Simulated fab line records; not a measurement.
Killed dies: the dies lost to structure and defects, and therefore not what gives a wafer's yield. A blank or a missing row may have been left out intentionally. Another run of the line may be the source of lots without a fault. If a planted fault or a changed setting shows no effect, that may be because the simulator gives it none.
Lot-split experiment :: flow n5-finfet :: on a route of 1938 steps: 7 lots, 21 wafers read

THE SPLIT
At N5_BEOL_M15_DEP_53 (deposits SiCN from 3MS/NH3, target thk 50 nm, time 17.8 s), the setting time-s was moved away from the recipe's 17.8 s on 9 of the 21 wafers read, by -14.2% to +12.9%. The other wafers ran this setting at the recipe's value.

Reading taken at the split's own step.

THE READING
SiCN_of_BEOL_M15_DEP_53.thk-nm (the simulator's own value, which no gauge read), in nm, at N5_BEOL_M15_DEP_53 (deposits SiCN from 3MS/NH3, target thk 50 nm, time 17.8 s). The file gives no usual value for it. Here, 12 wafers ran the recipe; their average is 49.9 nm with a standard deviation of 0.4 nm.

wafer: L078.1
tool, chamber at the split: pecvd-04, 2
time-s as run, s: 17.8
against the recipe: recipe
SiCN_of_BEOL_M15_DEP_53.thk-nm, nm: 49.8
against lot-mates on the recipe: -

wafer: L078.4
tool, chamber at the split: pecvd-04, 0
time-s as run, s: 15.27
against the recipe: -14.2%
SiCN_of_BEOL_M15_DEP_53.thk-nm, nm: 43.4
against lot-mates on the recipe: -6.4

wafer: L078.5
tool, chamber at the split: pecvd-04, 2
time-s as run, s: 15.27
against the recipe: -14.2%
SiCN_of_BEOL_M15_DEP_53.thk-nm, nm: 43.6
against lot-mates on the recipe: -6.2

wafer: L081.4
tool, chamber at the split: pecvd-04, 2
time-s as run, s: 17.8
against the recipe: recipe
SiCN_of_BEOL_M15_DEP_53.thk-nm, nm: 50.6
against lot-mates on the recipe: -

wafer: L081.5
tool, chamber at the split: pecvd-04, 0
time-s as run, s: 17.8
against the recipe: recipe
SiCN_of_BEOL_M15_DEP_53.thk-nm, nm: 49.6
against lot-mates on the recipe: -

wafer: L081.6
tool, chamber at the split: pecvd-04, 1
time-s as run, s: 19.63
against the recipe: +10.3%
SiCN_of_BEOL_M15_DEP_53.thk-nm, nm: 55.6
against lot-mates on the recipe: +5.5

wafer: L082.1
tool, chamber at the split: pecvd-04, 0,1
time-s as run, s: 17.8
against the recipe: recipe
SiCN_of_BEOL_M15_DEP_53.thk-nm, nm: 49.8
against lot-mates on the recipe: -

wafer: L082.6
tool, chamber at the split: pecvd-04, 0,1
time-s as run, s: 17.8
against the recipe: recipe
SiCN_of_BEOL_M15_DEP_53.thk-nm, nm: 49.8
against lot-mates on the recipe: -

wafer: L082.2
tool, chamber at the split: pecvd-04, 2
time-s as run, s: 17.8
against the recipe: recipe
SiCN_of_BEOL_M15_DEP_53.thk-nm, nm: 49.6
against lot-mates on the recipe: -

wafer: L085.2
tool, chamber at the split: pecvd-03, 2
time-s as run, s: 17.8
against the recipe: recipe
SiCN_of_BEOL_M15_DEP_53.thk-nm, nm: 49.6
against lot-mates on the recipe: -

wafer: L085.5
tool, chamber at the split: pecvd-03, 1
time-s as run, s: 20.1
against the recipe: +12.9%
SiCN_of_BEOL_M15_DEP_53.thk-nm, nm: 57.2
against lot-mates on the recipe: +7.0

wafer: L085.6
tool, chamber at the split: pecvd-03, 2
time-s as run, s: 17.8
against the recipe: recipe
SiCN_of_BEOL_M15_DEP_53.thk-nm, nm: 50.8
against lot-mates on the recipe: -

wafer: L090.1
tool, chamber at the split: pecvd-03, 0
time-s as run, s: 19.36
against the recipe: +8.8%
SiCN_of_BEOL_M15_DEP_53.thk-nm, nm: 54.2
against lot-mates on the recipe: +4.3

wafer: L090.3
tool, chamber at the split: pecvd-03, 2
time-s as run, s: 17.8
against the recipe: recipe
SiCN_of_BEOL_M15_DEP_53.thk-nm, nm: 49.6
against lot-mates on the recipe: -

wafer: L090.5
tool, chamber at the split: pecvd-03, 1
time-s as run, s: 17.8
against the recipe: recipe
SiCN_of_BEOL_M15_DEP_53.thk-nm, nm: 50.2
against lot-mates on the recipe: -

wafer: L091.3
tool, chamber at the split: pecvd-01, 1
time-s as run, s: 16.46
against the recipe: -7.5%
SiCN_of_BEOL_M15_DEP_53.thk-nm, nm: 46.4
against lot-mates on the recipe: -3.6

wafer: L091.4
tool, chamber at the split: pecvd-01, 2
time-s as run, s: 17.8
against the recipe: recipe
SiCN_of_BEOL_M15_DEP_53.thk-nm, nm: 50
against lot-mates on the recipe: -

wafer: L091.6
tool, chamber at the split: pecvd-01, 0
time-s as run, s: 16.46
against the recipe: -7.5%
SiCN_of_BEOL_M15_DEP_53.thk-nm, nm: 46.6
against lot-mates on the recipe: -3.4

wafer: L094.1
tool, chamber at the split: pecvd-04, 2
time-s as run, s: 17.8
against the recipe: recipe
SiCN_of_BEOL_M15_DEP_53.thk-nm, nm: 49.6
against lot-mates on the recipe: -

wafer: L094.2
tool, chamber at the split: pecvd-04, 0
time-s as run, s: 16.27
against the recipe: -8.6%
SiCN_of_BEOL_M15_DEP_53.thk-nm, nm: 45.8
against lot-mates on the recipe: -3.8

wafer: L094.4
tool, chamber at the split: pecvd-04, 1
time-s as run, s: 16.27
against the recipe: -8.6%
SiCN_of_BEOL_M15_DEP_53.thk-nm, nm: 47.2
against lot-mates on the recipe: -2.4
If several chambers appear in one row, that row covers several wafers at once and the file leaves open which wafer was in which chamber.

FIT RESULTS
A straight line over all 21 wafers: SiCN_of_BEOL_M15_DEP_53.thk-nm changes by +0.482 nm for each +1% of time-s; r = +0.99; the points scatter about the line by 0.52 nm.
The same after taking each lot's own level away (the mean of its wafers on the recipe; 21 wafers): +0.469 nm for each +1%; r = +0.99; scatter 0.51 nm.
According to that fit, moving time-s by its largest amount changes the reading by 6.7 nm.
The span of the lots' own levels, 49.60 to 50.20 nm, comes to 1.5 times the standard deviation stated above.
Hence the lot-to-lot level has little effect on the slope; both slopes agree.
Check: with one of the wafers moved furthest among these (-14.2%) left out of the fit, the line predicts -6.47 nm for it against its lot-mates. Against them it came out at -6.4 nm.

FURTHER SPLITS ON THESE WAFERS
Before the reading, these wafers also passed through other splits. Each is held against what the fit with the lots' levels taken away leaves over:
other split on the same wafers: N5_BEOL_M14_PEB_08 peb-temp-c
wafers away from the commonest value: 6
r with SiCN_of_BEOL_M15_DEP_53.thk-nm (lot level and that fit taken away): +0.26

other split on the same wafers: N5_BEOL_M15_EXPOSE_07 dose-mj
wafers away from the commonest value: 8
r with SiCN_of_BEOL_M15_DEP_53.thk-nm (lot level and that fit taken away): -0.23

FILE'S OWN FIT
SiCN_of_BEOL_M15_DEP_53.thk-nm changes by +0.48 nm for each +1% of time-s, r = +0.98.
